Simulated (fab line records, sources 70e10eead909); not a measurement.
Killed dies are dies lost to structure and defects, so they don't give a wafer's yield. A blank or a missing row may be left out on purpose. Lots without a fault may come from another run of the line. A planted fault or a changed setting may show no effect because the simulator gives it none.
A struck lot beside a sound one | flow nand_harc | 15 steps out of a route of 1159
Sound: wafers L350.1, L350.2, L350.4. Struck: wafer L336.3. (L336.1 of the same lot was not struck and is left out.) The cause comes at the end.
At each step with rows: each side's tool, then ch and its chambers, then its first start. Under that, the readings that differ: sound wafers | struck wafers | difference of the means | sigmas: that difference in standard deviations of wafers without a fault.
alike: readings whose means differ by less than 2 such deviations, and words and numbers that are the same on both sides. not compared: withheld readings, readings that some wafer has no value for, bounds like >300 that may hide the same value, and numbers for which the record gives no deviation and whose values overlap.
The two part at a step that has a row with sigmas, a row that says differs or no value, or rows on one side only. Numbers that don't overlap but have no deviation are shown without sigmas and don't part them. A reading that every wafer of one side lacks parts them only if that side has two wafers or more.

first, 1 step without rows for these wafers: NHARC_A_ONON_D1_DEP_00 (target thk 1000 nm).
NHARC_A_ONON_D1_THK_MEAS_02: measures by ellipsometry.
  sound on film_metro-02, day 12 09:01; struck on film_metro-01, day 9 08:04
  alike: thk_nm
then, 1 step without rows for these wafers: NHARC_A_ONON_D1_DEP_03 (target thk 1000 nm).
NHARC_A_ONON_D1_THK_MEAS_05: measures by ellipsometry.
  sound on film_metro-01, day 12 09:35; struck on film_metro-01, day 9 08:37
  alike: thk_nm
then, 1 step without rows for these wafers: NHARC_A_ONON_D1_DEP_06 (target thk 1000 nm).
NHARC_A_ONON_D1_THK_MEAS_08: measures by ellipsometry.
  sound on film_metro-01, day 12 10:08; struck on film_metro-02, day 9 09:11
  alike: thk_nm
then, 1 step without rows for these wafers: NHARC_A_ONON_D1_DEP_09 (target thk 1000 nm).
NHARC_A_ONON_D1_THK_MEAS_11: measures by ellipsometry.
  sound on film_metro-01, day 12 10:42; struck on film_metro-01, day 9 09:45
  reading     | sound       | struck | difference | sigmas
  thk_nm (nm) | 985 987 986 | 1006   | +20        | +2
then, 1 step without rows for these wafers: NHARC_A_ONON_D1_DEP_12 (target thk 1000 nm).
NHARC_A_ONON_D1_THK_MEAS_14: measures by ellipsometry.
  sound on film_metro-01, day 12 11:16; struck on film_metro-01, day 9 10:19
  alike: thk_nm
then, 1 step without rows for these wafers: NHARC_A_ONON_D1_ANNEAL_15 (time 3600 s).
NHARC_A_ONON_D1_DEP_16: target thk 1000 nm.
  sound on pecvd_onon-02 ch 0, day 12 16:02; struck on pecvd_onon-03 ch 0, day 9 16:54
NHARC_A_ONON_D1_THK_MEAS_18: measures by ellipsometry.
  sound on film_metro-02, day 12 16:33; struck on film_metro-01, day 9 17:26
  reading     | sound       | struck | difference | sigmas
  thk_nm (nm) | 987 985 988 | 692    | -295       | -25
then, 1 step without rows for these wafers: NHARC_A_ONON_D1_DEP_19 (target thk 1000 nm).
-- the record jumps here: 11 days lie between the struck wafers' starts before and after (it left off in module A_ONON_D1 and takes up again in module END, whose first step shown is number 1159 of the route) --
NHARC_END_SORT_01:
  the record has rows for the struck wafers here (prober-02 ch 0, day 21 03:58) and none for the sound ones

WHERE THEY PART
First at NHARC_A_ONON_D1_THK_MEAS_11; last, within this record, at NHARC_END_SORT_01.

WHY: what the simulator had put in
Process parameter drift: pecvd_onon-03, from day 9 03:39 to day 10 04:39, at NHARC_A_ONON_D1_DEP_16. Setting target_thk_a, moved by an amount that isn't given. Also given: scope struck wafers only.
